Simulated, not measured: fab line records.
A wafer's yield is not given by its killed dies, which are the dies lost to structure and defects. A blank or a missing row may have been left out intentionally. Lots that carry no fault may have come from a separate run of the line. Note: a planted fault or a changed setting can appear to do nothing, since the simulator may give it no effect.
fab line records	flow n5-finfet
record lots=24	wafers=72	last-day=17
route steps=1938 shown HKMG_FIN@457 GATE_CUT@467
lots untouched by any fault: they come from a run of this same line in which no faults occurred
start-h: start of the lot's first displayed wafer, in hours after the record's first day	wait-h: hours since the lot's step before	" the same as in the row above	L1.1+2: a row that stands for several wafers	- no value present, or no start provided	* or withheld: withheld	< > ~ a bound
route shown NAME@n: names a module that has steps shown in the file, with the first one's number in the route	usual: mean/standard deviation of fault-free wafers	same: alike in all rows	chamber/n: place in a boat	sites: readings site by site	_std_site: how widely they spread, as a standard deviation	_edge_site: outer sites' mean less inner sites'	radius-mm: how far each site lies from the wafer's centre	mask NAME#n: copy n	behind: the tool/chamber that last shaped the wafer	hold: what put the lot on hold/how long, in hours/how the hold closed	device: transistor that didn't switch, given as n, p or np	end of line: tests run on the same wafers once the route is complete	step lacking rows: just its recipe	killed: at the first sort, the dies lost to defects and structure; wafer yield is something else	map: a wafer's dies, marking killed ones x, the rest . and places with no die _
set.NAME: the setting as run; set.NAME@STEP: as run at that earlier step	model.NAME: the simulator's own value behind a step, which no gauge read
one table for each step of the route and one row for each wafer, over a sample of lots
services: the hour from which a tool's chamber was out of use, counted from the record's first day as start-h (under 0 if before that day), plus the number of hours and why
## steps
# step N5_HKMG_FIN_ALD_72
# recipe material=W	target-thk-a=20	temp-c=300	pressure-torr=7.5	ald-precursor-family=WF6	ald-co-reactant=B2H6	pulse-time-s=1	purge-time-s=2	co-reactant-purge-time-s=2	co-reactant-pulse-time-s=3	ald-cycles=7
# usual heater-power-w=490/81	precursor-pulse-height-rel=1.000/0.021
# same co-reactant-pulse-time-s=3	co-reactant-purge-time-s=2	pulse-time-s=1
lot.wafer	tool	chamber	start-h	wait-h	heater-power-w	precursor-pulse-height-rel
L074.1	cvd-w-02	0	78.53	0.2	601	1.007
L074.4	"	0	"	"	588	0.960
L074.6	"	0	"	"	595	1.031
L075.1	cvd-w-02	0	87.94	0.2	600	1.021
L075.4	"	0	"	"	597	1.028
L075.6	"	0	"	"	616	0.998
L076.2	cvd-w-02	0	90.90	0.2	607	0.998
L076.3	"	0	"	"	590	1.009
L076.4	"	0	"	"	618	0.961
L077.2	cvd-w-01	1	95.80	0.2	427	1.021
L077.3	"	1	"	"	425	1.022
L077.5	"	0	"	"	417	1.002
L078.1	cvd-w-01	0	102.20	0.2	414	0.986
L078.2	"	1	"	"	432	1.000
L078.3	"	1	"	"	428	1.045
L079.3	cvd-w-01	0	108.51	0.2	424	1.041
L079.4	"	1	"	"	436	0.989
L079.5	"	1	"	"	430	0.980
L080.2	cvd-w-02	0	115.12	0.2	598	1.003
L080.3	"	1	"	"	548	0.998
L080.6	"	0	"	"	588	0.968
L081.2	cvd-w-02	1	120.13	0.2	546	1.000
L081.3	"	1	"	"	567	0.974
L081.4	"	0	"	"	607	0.985
L082.1	cvd-w-01	1	127.55	0.2	426	0.991
L082.4	"	0	"	"	415	1.024
L082.5	"	0	"	"	412	0.994
L083.1	cvd-w-01	0	133.17	0.2	415	1.024
L083.5	"	0	"	"	415	0.991
L083.6	"	1	"	"	428	0.999
L084.1	cvd-w-01	0	140.61	0.2	415	0.972
L084.2	"	1	"	"	435	1.022
L084.4	"	1	"	"	439	1.012
L085.3	cvd-w-02	1	149.59	0.2	533	1.042
L085.4	"	0	"	"	603	1.005
L085.5	"	0	"	"	601	0.982
L086.1	cvd-w-01	0	153.02	0.2	416	0.980
L086.2	"	1	"	"	435	0.974
L086.4	"	0	"	"	409	0.980
L087.2	cvd-w-01	1	162.97	0.2	430	1.010
L087.4	"	0	"	"	418	0.981
L087.5	"	1	"	"	425	1.000
L088.3	cvd-w-01	1	164.88	0.2	434	0.986
L088.4	"	0	"	"	412	0.996
L088.5	"	1	"	"	428	0.958
L089.1	cvd-w-01	0	171.06	0.2	416	0.994
L089.2	"	1	"	"	420	1.016
L089.6	"	1	"	"	444	1.017
L090.1	cvd-w-01	1	178.56	0.2	437	0.998
L090.4	"	0	"	"	411	0.969
L090.5	"	1	"	"	428	0.966
L091.3	cvd-w-01	0	181.20	0.2	421	1.023
L091.4	"	1	"	"	430	1.004
L091.5	"	0	"	"	411	1.017
L092.1	cvd-w-01	1	190.00	0.2	423	0.986
L092.2	"	0	"	"	423	0.991
L092.5	"	0	"	"	421	1.037
L093.3	cvd-w-02	0	200.95	0.2	597	0.990
L093.4	"	1	"	"	550	0.999
L093.6	"	1	"	"	575	0.978
L094.1	cvd-w-02	0	204.06	0.2	613	0.989
L094.4	"	1	"	"	563	1.004
L094.5	"	0	"	"	615	0.980
L095.1	cvd-w-02	0	206.40	0.2	603	0.970
L095.4	"	1	"	"	547	1.002
L095.6	"	1	"	"	546	1.040
L096.3	cvd-w-02	1	215.30	0.2	554	0.979
L096.5	"	1	"	"	553	1.024
L096.6	"	0	"	"	601	1.001
L097.1	cvd-w-01	0	219.71	0.2	424	1.012
L097.2	"	1	"	"	430	0.998
L097.5	"	0	"	"	425	1.040
# step N5_GATE_CUT_ETCHBACK_30
# recipe chemistry=Cl2/Ar	target=TiN	target-depth-a=30	mode=isotropic	pressure-mtorr=10	icp-w=600	bias-w=60	Cl2_flow_sccm=40	Ar_flow_sccm=60
# usual bias-w=60.04/0.18	drypump-motor-current-A=5.48/0.26	oes-product-au=0.73/0.11	throttle-valve-pct=21.08/0.18
lot.wafer	tool	chamber	start-h	wait-h	bias-w	drypump-motor-current-A	oes-product-au	rf-hours-counter-h	throttle-valve-pct
L074.1	rie-metal-02	1	79.66	0.1	60.19	6.02	0.66	97	21.03
L074.4	"	0	"	"	60.08	5.05	0.83	-	20.92
L074.6	"	0	"	"	59.90	5.10	0.83	-	20.92
L075.1	rie-metal-03	1	89.19	0.1	59.97	5.56	0.72	65	21.09
L075.4	"	1	"	"	59.93	5.58	0.73	-	21.10
L075.6	"	1	"	"	60.03	5.57	0.73	-	21.07
L076.2	rie-metal-01	1	92.09	0.1	60.07	5.49	0.57	137	21.16
L076.3	"	1	"	"	60.12	5.50	0.57	-	21.17
L076.4	"	0	"	"	60.36	5.22	0.56	-	21.15
L077.2	rie-metal-03	0	97.04	0.1	60.05	5.56	0.70	88	21.28
L077.3	"	0	"	"	60.02	5.57	0.69	-	21.30
L077.5	"	0	"	"	60.19	5.56	0.69	-	21.29
L078.1	rie-metal-03	0	103.33	0.1	60.15	5.56	0.69	89	21.28
L078.2	"	1	"	"	60.19	5.59	0.73	66	21.09
L078.3	"	0	"	"	60.07	5.58	0.69	-	21.29
L079.3	rie-metal-02	0	109.87	0.1	59.82	5.06	0.82	-	20.92
L079.4	"	0	"	"	59.50	5.08	0.83	-	20.91
L079.5	"	0	"	"	59.97	5.05	0.82	-	20.91
L080.2	rie-metal-02	1	116.25	0.1	59.92	6.01	0.66	100	21.06
L080.3	"	0	"	"	60.13	5.01	0.83	-	20.92
L080.6	"	0	"	"	60.07	5.05	0.83	-	20.92
L081.2	rie-metal-03	0	121.26	0.1	60.22	5.56	0.69	90	21.31
L081.3	"	1	"	"	59.78	5.62	0.72	-	21.09
L081.4	"	0	"	"	60.33	5.55	0.69	-	21.29
L082.1	rie-metal-03	1	128.68	0.1	60.05	5.60	0.73	68	21.10
L082.4	"	1	"	"	60.04	5.59	0.72	-	21.10
L082.5	"	0	"	"	60.02	5.57	0.69	-	21.29
L083.1	rie-metal-02	1	134.30	0.1	60.03	6.01	0.65	102	21.08
L083.5	"	1	"	"	59.81	5.99	0.65	-	21.05
L083.6	"	0	"	"	59.86	5.04	0.81	-	20.94
L084.1	rie-metal-01	1	141.96	0.1	60.14	5.49	0.58	143	21.14
L084.2	"	1	"	"	60.10	5.48	0.57	-	21.16
L084.4	"	1	"	"	59.96	5.49	0.58	-	21.15
L085.3	rie-metal-01	0	150.72	0.0	59.87	5.22	0.99	-	20.74
L085.4	"	1	"	"	59.77	5.49	0.57	-	21.15
L085.5	"	0	"	"	60.23	5.21	0.99	-	20.75
L086.1	rie-metal-02	0	154.15	0.1	60.07	4.99	0.80	35	20.95
L086.2	"	1	"	"	60.15	5.99	0.65	104	21.06
L086.4	"	1	"	"	59.91	6.01	0.65	-	21.05
L087.2	rie-metal-01	0	164.32	0.1	60.05	5.21	0.93	-	20.76
L087.4	"	0	"	"	60.08	5.24	0.93	-	20.76
L087.5	"	0	"	"	59.92	5.20	0.93	-	20.75
L088.3	rie-metal-03	1	166.00	0.0	60.13	5.56	0.72	-	21.11
L088.4	"	0	"	"	60.00	5.55	0.68	-	21.31
L088.5	"	0	"	"	60.14	5.56	0.68	-	21.30
L089.1	rie-metal-02	0	172.20	0.1	59.84	5.03	0.80	37	20.96
L089.2	"	1	"	"	59.90	6.01	0.63	105	21.08
L089.6	"	0	"	"	60.15	5.06	0.79	-	20.95
L090.1	rie-metal-01	1	179.74	0.1	60.27	5.48	0.96	1	20.72
L090.4	"	0	"	"	59.98	5.21	0.91	-	20.77
L090.5	"	0	"	"	59.91	5.21	0.91	-	20.75
L091.3	rie-metal-03	1	182.32	0.0	60.29	5.61	0.72	-	21.11
L091.4	"	0	"	"	60.11	5.55	0.68	-	21.30
L091.5	"	0	"	"	60.14	5.54	0.68	-	21.30
L092.1	rie-metal-03	0	191.13	0.1	60.05	5.56	0.68	96	21.31
L092.2	"	1	"	"	60.10	5.58	0.71	73	21.12
L092.5	"	0	"	"	60.21	5.56	0.68	-	21.30
L093.3	rie-metal-01	1	202.12	0.0	60.03	5.48	0.95	-	20.71
L093.4	"	0	"	"	60.02	5.21	0.91	-	20.77
L093.6	"	1	"	"	60.19	5.50	0.95	-	20.71
L094.1	rie-metal-03	0	205.19	0.1	59.96	5.57	0.67	98	21.32
L094.4	"	1	"	"	59.64	5.58	0.70	-	21.12
L094.5	"	1	"	"	59.83	5.58	0.70	-	21.13
L095.1	rie-metal-03	1	207.73	0.1	59.98	5.60	0.71	76	21.13
L095.4	"	0	"	"	60.02	5.56	0.67	-	21.30
L095.6	"	1	"	"	59.93	5.52	0.70	-	21.12
L096.3	rie-metal-03	1	216.51	0.0	60.06	5.59	0.69	-	21.13
L096.5	"	1	"	"	60.00	5.56	0.70	-	21.14
L096.6	"	0	"	"	59.90	5.55	0.67	-	21.31
L097.1	rie-metal-03	1	220.93	0.1	60.38	5.57	0.69	77	21.12
L097.2	"	0	"	"	59.80	5.58	0.67	99	21.32
L097.5	"	0	"	"	59.89	5.58	0.68	-	21.30
# step N5_GATE_CUT_VAPOR_ETCH_60
# recipe chemistry=BCl3/Cl2	target=HfO2	mode=isotropic
# usual drypump-motor-current-A=5.49/0.27	oes-product-au=0.73/0.11
lot.wafer	tool	chamber	start-h	wait-h	drypump-motor-current-A	oes-product-au
L074.1	rie-metal-02	1	79.69	0.0	5.99	0.65
L074.4	"	0	"	"	5.06	0.82
L074.6	"	0	"	"	5.05	0.82
L075.1	rie-metal-03	1	89.22	0.0	5.58	0.71
L075.4	"	1	"	"	5.59	0.71
L075.6	"	1	"	"	5.59	0.71
L076.2	rie-metal-01	1	92.12	0.0	5.49	0.58
L076.3	"	1	"	"	5.50	0.58
L076.4	"	0	"	"	5.22	0.57
L077.2	rie-metal-03	0	97.07	0.0	5.58	0.69
L077.3	"	0	"	"	5.59	0.68
L077.5	"	0	"	"	5.56	0.68
L078.1	rie-metal-03	0	103.36	0.0	5.54	0.69
L078.2	"	1	"	"	5.57	0.71
L078.3	"	0	"	"	5.56	0.68
L079.3	rie-metal-02	0	109.93	0.1	5.03	0.82
L079.4	"	0	"	"	5.02	0.81
L079.5	"	0	"	"	5.03	0.81
L080.2	rie-metal-02	1	116.28	0.0	5.99	0.65
L080.3	"	0	"	"	5.01	0.82
L080.6	"	0	"	"	5.06	0.81
L081.2	rie-metal-03	0	121.29	0.0	5.55	0.68
L081.3	"	1	"	"	5.57	0.71
L081.4	"	0	"	"	5.56	0.69
L082.1	rie-metal-03	1	128.71	0.0	5.61	0.71
L082.4	"	1	"	"	5.59	0.71
L082.5	"	0	"	"	5.54	0.68
L083.1	rie-metal-02	1	134.33	0.0	5.99	0.65
L083.5	"	1	"	"	5.99	0.64
L083.6	"	0	"	"	5.04	0.81
L084.1	rie-metal-01	1	142.02	0.1	5.47	0.58
L084.2	"	1	"	"	5.49	0.58
L084.4	"	1	"	"	5.49	0.58
L085.3	rie-metal-01	0	150.75	0.0	5.20	0.99
L085.4	"	1	"	"	5.50	0.58
L085.5	"	0	"	"	5.21	0.98
L086.1	rie-metal-02	0	154.18	0.0	5.06	0.81
L086.2	"	1	"	"	5.98	0.64
L086.4	"	1	"	"	6.00	0.64
L087.2	rie-metal-01	0	164.38	0.1	5.21	0.94
L087.4	"	0	"	"	5.23	0.95
L087.5	"	0	"	"	5.21	0.94
L088.3	rie-metal-03	1	166.03	0.0	5.63	0.70
L088.4	"	0	"	"	5.55	0.68
L088.5	"	0	"	"	5.56	0.68
L089.1	rie-metal-02	0	172.23	0.0	5.01	0.79
L089.2	"	1	"	"	6.03	0.64
L089.6	"	0	"	"	5.02	0.80
L090.1	rie-metal-01	1	179.77	0.0	5.47	0.97
L090.4	"	0	"	"	5.20	0.93
L090.5	"	0	"	"	5.22	0.93
L091.3	rie-metal-03	1	182.35	0.0	5.58	0.70
L091.4	"	0	"	"	5.58	0.68
L091.5	"	0	"	"	5.57	0.68
L092.1	rie-metal-03	0	191.16	0.0	5.56	0.68
L092.2	"	1	"	"	5.63	0.70
L092.5	"	0	"	"	5.56	0.67
L093.3	rie-metal-01	1	202.15	0.0	5.49	0.97
L093.4	"	0	"	"	5.21	0.91
L093.6	"	1	"	"	5.49	0.96
L094.1	rie-metal-03	0	205.22	0.0	5.55	0.67
L094.4	"	1	"	"	5.57	0.69
L094.5	"	1	"	"	5.57	0.69
L095.1	rie-metal-03	1	207.76	0.0	5.62	0.69
L095.4	"	0	"	"	5.56	0.67
L095.6	"	1	"	"	5.63	0.69
L096.3	rie-metal-03	1	216.54	0.0	5.61	0.69
L096.5	"	1	"	"	5.61	0.69
L096.6	"	0	"	"	5.56	0.67
L097.1	rie-metal-03	1	220.96	0.0	5.59	0.69
L097.2	"	0	"	"	5.55	0.66
L097.5	"	0	"	"	5.56	0.66
# step N5_GATE_CUT_CMP_02
# recipe stop-on=SiO2	t-overpolish-s=12.7	post-cmp-clean=alkaline-brush	down-force-psi=2.5	platen-rpm=51.8	pad-velocity-m-s=1.0307	target-thk-nm=0
# usual motor-current-A=9.4/1.2	overpolish-run-s=12.698/0.01	time-to-endpoint-s=24.6/2
lot.wafer	tool	chamber	start-h	wait-h	motor-current-A	overpolish-run-s	time-to-endpoint-s
L074.1	cmp-04	0	82.68	0.1	9.3	12.699	23.5
L074.4	"	1	"	"	10.9	12.710	24.5
L074.6	"	0	"	"	8.7	12.706	28.2
L075.1	cmp-04	3	91.94	0.1	8.5	12.709	27.6
L075.4	"	0	"	"	9.0	12.694	25.2
L075.6	"	2	"	"	11.3	12.697	26.3
L076.3	cmp-01	0	94.79	0.1	8.4	12.687	25.1
L076.4	"	1	"	"	7.9	12.696	24.6
L076.2	"	2	"	"	9.7	12.705	25.0
L077.3	cmp-01	3	101.57	0.1	9.1	12.682	22.4
L077.2	"	2	"	"	9.1	12.696	25.5
L077.5	"	0	"	"	7.9	12.711	24.4
L078.2	cmp-01	2	106.41	0.1	9.1	12.692	23.5
L078.1	"	3	"	"	9.4	12.716	20.5
L078.3	"	0	"	"	7.9	12.715	28.0
L079.4	cmp-04	1	113.20	0.2	10.9	12.675	26.2
L079.3	"	0	"	"	8.5	12.682	22.3
L079.5	"	2	"	"	11.2	12.710	26.5
L080.3	cmp-04	0	119.18	0.1	8.9	12.691	23.1
L080.2	"	1	"	"	10.6	12.717	24.3
L080.6	"	0	"	"	8.9	12.722	23.4
L081.2	cmp-04	3	123.99	0.1	8.6	12.680	25.1
L081.4	"	1	"	"	11.8	12.681	22.3
L081.3	"	2	"	"	11.3	12.696	28.2
L082.1	cmp-01	0	131.42	0.1	8.3	12.686	21.9
L082.4	"	1	"	"	7.8	12.704	23.8
L082.5	"	3	"	"	9.1	12.696	23.1
L083.1	cmp-04	2	137.26	0.1	11.0	12.676	25.4
L083.6	"	1	"	"	11.2	12.701	23.5
L083.5	"	2	"	"	11.3	12.733	27.4
L084.4	cmp-04	0	144.75	0.1	9.0	12.694	23.0
L084.2	"	1	"	"	11.3	12.700	21.9
L084.1	"	2	"	"	11.3	12.695	25.4
L085.3	cmp-01	0	153.43	0.1	8.0	12.695	26.4
L085.4	"	1	"	"	7.8	12.697	24.0
L085.5	"	0	"	"	8.4	12.705	24.6
L086.1	cmp-01	0	157.03	0.1	8.5	12.702	25.0
L086.4	"	2	"	"	8.9	12.714	23.0
L086.2	"	3	"	"	9.4	12.687	21.3
L087.2	cmp-02	3	167.08	0.1	10.2	12.710	28.2
L087.4	"	0	"	"	10.7	12.707	27.1
L087.5	"	3	"	"	9.4	12.701	26.0
L088.3	cmp-04	1	168.94	0.1	11.1	12.690	25.7
L088.4	"	2	"	"	11.2	12.696	27.1
L088.5	"	0	"	"	9.1	12.680	25.3
L089.2	cmp-04	1	174.87	0.1	10.6	12.697	25.3
L089.1	"	2	"	"	11.1	12.690	27.3
L089.6	"	2	"	"	10.5	12.688	23.4
L090.4	cmp-04	0	183.56	0.1	9.2	12.695	23.0
L090.1	"	1	"	"	11.1	12.697	24.1
L090.5	"	3	"	"	8.7	12.691	25.5
L091.3	cmp-02	3	185.99	0.1	10.0	12.719	25.3
L091.4	"	2	"	"	9.0	12.690	19.8
L091.5	"	0	"	"	10.6	12.687	22.5
L092.2	cmp-01	2	193.97	0.1	9.3	12.684	25.8
L092.1	"	3	"	"	9.5	12.714	20.5
L092.5	"	1	"	"	7.9	12.706	25.1
L093.3	cmp-04	2	204.89	0.1	11.7	12.683	26.5
L093.4	"	1	"	"	11.8	12.707	25.0
L093.6	"	3	"	"	8.0	12.701	26.1
L094.4	cmp-04	0	207.98	0.0	9.2	12.710	24.1
L094.1	"	3	"	"	8.4	12.716	25.8
L094.5	"	0	"	"	9.2	12.683	26.5
L095.1	cmp-01	1	210.52	0.1	7.9	12.694	23.6
L095.4	"	0	"	"	7.9	12.707	25.0
L095.6	"	1	"	"	7.5	12.692	22.5
L096.3	cmp-01	2	219.19	0.1	8.8	12.693	24.7
L096.6	"	2	"	"	8.8	12.703	25.5
L096.5	"	3	"	"	9.2	12.712	22.6
L097.1	cmp-01	2	223.62	0.1	9.1	12.692	22.1
L097.2	"	0	"	"	8.2	12.707	25.1
L097.5	"	3	"	"	8.7	12.696	19.9
# step N5_GATE_CUT_HM_DEP_46
# recipe material=SiO2	target-thk-a=1300	temp-c=400	precursor=TEOS/O2	pressure-torr=6.5	rf-w=900	teos-flow-sccm=161.4	gas=O2	flow-sccm=2650	time-s=26.6
# usual heater-power-w=538/93	showerhead-plenum-p-Torr=8.33/0.036	throttle-valve-pct=18.4/0.7
# same time-s=26.6
lot.wafer	tool	chamber	start-h	wait-h	heater-power-w	showerhead-plenum-p-Torr	throttle-valve-pct
L074.1	pecvd-01	2	83.01	0.0	496	8.35	18.1
L074.4	"	1	"	"	584	8.31	19.5
L074.6	"	0	"	"	475	8.33	18.6
L075.1	pecvd-01	2	92.20	0.0	490	8.37	18.0
L075.4	"	0	"	"	354	8.32	18.4
L075.6	"	1	"	"	631	8.32	19.5
L076.2	pecvd-04	0	95.12	0.0	442	8.30	18.7
L076.3	"	2	"	"	562	8.37	17.3
L076.4	"	2	"	"	592	8.36	17.2
L077.2	pecvd-01	0	101.90	0.0	440	8.34	18.5
L077.3	"	1	"	"	666	8.30	19.3
L077.5	"	2	"	"	540	8.34	18.2
L078.1	pecvd-01	0	106.70	0.0	470	8.30	18.6
L078.2	"	1	"	"	670	8.29	19.5
L078.3	"	2	"	"	541	8.37	18.1
L079.3	pecvd-03	1	113.53	0.0	647	8.35	18.8
L079.4	"	2	"	"	387	8.26	17.1
L079.5	"	0	"	"	513	8.30	18.3
L080.2	pecvd-03	2	119.48	0.0	475	8.28	17.3
L080.3	"	1	"	"	666	8.35	18.8
L080.6	"	0	"	"	491	8.34	18.3
L081.2	pecvd-03	2	124.32	0.0	489	8.27	17.1
L081.3	"	1	"	"	686	8.34	19.1
L081.4	"	0	"	"	554	8.34	18.3
L082.1	pecvd-03	2	131.68	0.0	388	8.29	17.0
L082.4	"	2	"	"	386	8.27	17.3
L082.5	"	0	"	"	519	8.35	18.5
L083.1	pecvd-01	2	137.56	0.0	508	8.34	18.1
L083.5	"	1	"	"	604	8.31	19.6
L083.6	"	2	"	"	516	8.33	17.8
L084.1	pecvd-01	2	145.04	0.0	534	8.36	17.9
L084.2	"	1	"	"	683	8.30	19.6
L084.4	"	2	"	"	544	8.36	18.3
L085.3	pecvd-04	1	153.72	0.0	453	8.39	18.1
L085.4	"	1	"	"	464	8.39	18.2
L085.5	"	2	"	"	649	8.37	17.6
L086.1	pecvd-04	1	157.36	0.0	549	8.38	18.2
L086.2	"	2	"	"	695	8.37	17.5
L086.4	"	0	"	"	492	8.30	18.9
L087.2	pecvd-04	0	167.37	0.0	384	8.31	18.7
L087.4	"	2	"	"	701	8.32	17.4
L087.5	"	0	"	"	404	8.33	18.8
L088.3	pecvd-04	2	169.20	0.0	720	8.36	17.4
L088.4	"	2	"	"	544	8.35	17.4
L088.5	"	1	"	"	520	8.38	18.4
L089.1	pecvd-04	1	175.20	0.0	499	8.39	18.4
L089.2	"	0	"	"	492	8.32	18.9
L089.6	"	1	"	"	513	8.42	18.5
L090.1	pecvd-04	0	183.82	0.0	378	8.31	19.0
L090.4	"	0	"	"	397	8.31	18.8
L090.5	"	2	"	"	678	8.35	17.5
L091.3	pecvd-03	1	186.34	0.1	690	8.33	19.0
L091.4	"	2	"	"	466	8.26	17.2
L091.5	"	1	"	"	521	8.34	18.6
L092.1	pecvd-01	0	194.26	0.0	457	8.33	18.2
L092.2	"	2	"	"	538	8.35	18.3
L092.5	"	0	"	"	467	8.32	18.3
L093.3	pecvd-01	0	205.23	0.0	463	8.30	18.4
L093.4	"	1	"	"	594	8.30	19.6
L093.6	"	0	"	"	443	8.31	18.2
L094.1	pecvd-03	1	208.31	0.0	687	8.37	19.0
L094.4	"	2	"	"	404	8.29	17.2
L094.5	"	0	"	"	540	8.33	18.4
L095.1	pecvd-01	1	210.86	0.0	643	8.30	19.8
L095.4	"	1	"	"	629	8.33	19.3
L095.6	"	0	"	"	345	8.30	18.4
L096.3	pecvd-04	1	219.66	0.1	507	8.39	18.2
L096.5	"	1	"	"	509	8.41	18.5
L096.6	"	0	"	"	463	8.28	18.7
L097.1	pecvd-03	2	223.95	0.0	510	8.28	17.2
L097.2	"	0	"	"	554	8.34	18.3
L097.5	"	1	"	"	609	8.35	19.1
# step N5_GATE_CUT_DESCUM_18
# recipe chemistry=O2	time-s=7	source-power-w=50	bias-power-w=20	pressure-mtorr=20	rf-frequency-hz=2.712e+07	temp-c=40	resist=CAR-EUV	o2-flow-sccm=225
# usual drypump-motor-current-A=5.8/0.5	oes-product-au=0.77/0.079	rf-vpp-V=243.8/1.3	showerhead-plenum-p-Torr=2.13/0.066	throttle-valve-pct=20.39/0.18
# same time-s=7
lot.wafer	tool	chamber	start-h	wait-h	drypump-motor-current-A	oes-product-au	rf-hours-counter-h	rf-vpp-V	showerhead-plenum-p-Torr	throttle-valve-pct
L074.1	rie-diel-01	0	83.50	0.1	5.8	0.69	250	245.2	2.12	20.53
L074.4	"	2	"	"	5.7	0.74	163	244.1	2.18	20.05
L074.6	"	2	"	"	5.7	0.75	-	245.3	2.18	20.06
L075.1	rie-diel-03	1	92.69	0.1	6.1	0.76	140	244.9	2.17	20.34
L075.4	"	2	"	"	4.9	0.68	243	242.9	2.04	20.50
L075.6	"	3	"	"	6.0	0.74	-	243.9	2.19	20.62
L076.2	rie-diel-02	0	96.27	0.7	5.0	0.71	205	244.8	2.17	20.55
L076.3	"	3	"	"	5.6	0.70	237	241.7	1.98	20.44
L076.4	"	1	"	"	5.8	0.78	133	243.3	2.11	20.25
L077.2	rie-diel-02	2	102.49	0.0	6.5	0.73	184	242.7	2.07	20.53
L077.3	"	1	"	"	5.8	0.77	135	242.7	2.11	20.25
L077.5	"	2	"	"	6.5	0.74	-	243.2	2.07	20.52
L078.1	rie-diel-03	3	107.16	0.0	5.9	0.73	154	245.1	2.19	20.62
L078.2	"	2	"	"	4.9	0.68	247	241.1	2.04	20.51
L078.3	"	1	"	"	6.1	0.76	145	243.6	2.17	20.35
L079.3	rie-diel-01	1	114.55	0.5	5.9	0.91	27	244.5	2.25	20.36
L079.4	"	2	"	"	5.7	0.74	175	246.8	2.17	20.09
L079.5	"	2	"	"	5.7	0.73	-	245.9	2.17	20.08
L080.2	rie-diel-01	0	120.09	0.0	5.8	0.96	6	243.1	2.12	20.21
L080.3	"	1	"	"	5.9	0.90	30	245.4	2.25	20.36
L080.6	"	1	"	"	5.9	0.91	-	246.0	2.25	20.36
L081.2	rie-diel-02	2	124.90	0.0	6.4	0.73	187	242.7	2.07	20.54
L081.3	"	1	"	"	5.7	0.77	137	244.1	2.11	20.27
L081.4	"	3	"	"	5.6	0.70	242	242.1	1.98	20.45
L082.1	rie-diel-03	0	132.26	0.0	6.7	0.78	106	243.8	2.11	20.48
L082.4	"	3	"	"	5.9	0.72	-	245.1	2.18	20.66
L082.5	"	0	"	"	6.8	0.77	-	244.5	2.11	20.49
L083.1	rie-diel-02	2	138.04	0.0	6.5	0.73	191	242.0	2.07	20.55
L083.5	"	2	"	"	6.5	0.73	-	243.0	2.07	20.54
L083.6	"	3	"	"	5.6	0.70	-	240.9	1.98	20.45
L084.1	rie-diel-02	2	145.52	0.0	6.4	0.73	194	243.2	2.07	20.53
L084.2	"	1	"	"	5.8	0.76	144	242.6	2.11	20.25
L084.4	"	3	"	"	5.6	0.69	249	241.1	1.98	20.46
L085.3	rie-diel-03	1	154.18	0.0	6.0	0.75	162	243.8	2.16	20.39
L085.4	"	3	"	"	5.9	0.72	172	244.0	2.18	20.68
L085.5	"	2	"	"	4.9	0.94	-	241.6	2.04	20.04
L086.1	rie-diel-02	2	158.07	0.3	6.4	0.72	199	245.5	2.07	20.54
L086.2	"	1	"	"	5.8	0.76	149	243.1	2.11	20.25
L086.4	"	0	"	"	5.0	0.70	-	244.5	2.16	20.58
L087.2	rie-diel-01	0	167.93	0.1	5.8	0.91	20	244.0	2.11	20.24
L087.4	"	3	"	"	6.3	0.74	183	242.5	2.10	20.47
L087.5	"	3	"	"	6.3	0.75	-	243.4	2.10	20.45
L088.3	rie-diel-01	3	169.83	0.0	6.3	0.74	183	242.5	2.10	20.48
L088.4	"	0	"	"	5.8	0.91	21	244.0	2.11	20.23
L088.5	"	3	"	"	6.3	0.74	-	243.1	2.10	20.45
L089.1	rie-diel-03	1	175.66	0.0	6.1	0.75	168	244.7	2.16	20.40
L089.2	"	2	"	"	4.9	0.92	10	242.4	2.04	20.07
L089.6	"	2	"	"	4.9	0.91	-	243.0	2.04	20.03
L090.1	rie-diel-01	3	184.40	0.0	6.3	0.74	188	244.3	2.09	20.47
L090.4	"	1	"	"	5.9	0.88	48	246.1	2.24	20.38
L090.5	"	2	"	"	5.7	0.72	-	244.1	2.17	20.11
L091.3	rie-diel-02	3	186.92	0.0	5.6	0.98	5	246.2	2.24	20.11
L091.4	"	2	"	"	6.4	0.72	207	244.4	2.06	20.56
L091.5	"	0	"	"	5.1	0.70	-	244.4	2.16	20.59
L092.1	rie-diel-03	0	194.85	0.0	6.8	0.76	123	242.8	2.11	20.51
L092.2	"	3	"	"	5.9	0.71	182	246.5	2.18	20.66
L092.5	"	2	"	"	4.9	0.90	-	243.9	2.04	20.06
L093.3	rie-diel-03	1	205.69	0.0	6.1	0.74	174	244.1	2.16	20.39
L093.4	"	3	"	"	5.9	0.71	185	243.4	2.18	20.67
L093.6	"	0	"	"	6.7	0.76	-	243.1	2.11	20.51
L094.1	rie-diel-01	1	208.89	0.0	5.9	0.86	55	245.9	2.24	20.41
L094.4	"	2	"	"	5.7	0.71	204	243.7	2.16	20.12
L094.5	"	2	"	"	5.7	0.71	-	244.2	2.16	20.12
L095.1	rie-diel-01	2	211.45	0.2	5.7	0.70	205	245.6	2.16	20.13
L095.4	"	1	"	"	5.9	0.87	-	243.9	2.24	20.40
L095.6	"	2	"	"	5.7	0.71	-	243.7	2.16	20.14
L096.3	rie-diel-01	0	222.48	0.3	5.8	0.88	33	243.4	2.11	20.25
L096.5	"	2	"	"	5.7	0.71	-	244.5	2.16	20.14
L096.6	"	3	"	"	6.3	0.73	-	242.0	2.09	20.49
L097.1	rie-diel-02	2	224.80	0.4	6.5	0.71	219	241.8	2.06	20.56
L097.2	"	1	"	"	5.7	0.73	169	242.7	2.10	20.30
L097.5	"	0	"	"	5.1	0.69	-	244.3	2.16	20.60
## services
tool	chamber	start-h	hours	kind
cmp-04	-	63.90	2.2	repair
pecvd-03	2	67.09	6.4	repair
cvd-w-01	-	77.54	1.4	repair
pecvd-04	2	80.49	10.2	repair
cvd-w-02	1	85.54	15.9	repair
rie-diel-03	1	85.69	1.9	repair
cmp-04	-	92.09	4.0	pm
rie-diel-01	-	94.95	0.5	repair
rie-metal-03	0	98.98	3.1	repair
rie-diel-02	-	105.28	14.6	pm
rie-metal-02	1	105.80	7.8	repair
pecvd-01	-	107.81	14.6	pm
cmp-01	-	109.72	4.0	pm
rie-metal-01	-	109.91	0.7	repair
pecvd-04	1	121.37	3.7	repair
cmp-01	-	130.78	0.4	repair
cmp-01	-	134.49	5.1	pm
pecvd-01	-	167.15	7.7	repair
rie-diel-03	-	172.67	0.3	repair
cvd-w-02	-	173.25	14.6	pm
pecvd-03	0	184.91	1.8	repair
cvd-w-01	0	191.16	3.0	repair
cmp-01	-	195.44	2.3	repair
cmp-04	-	198.53	0.2	repair
## key
fault none
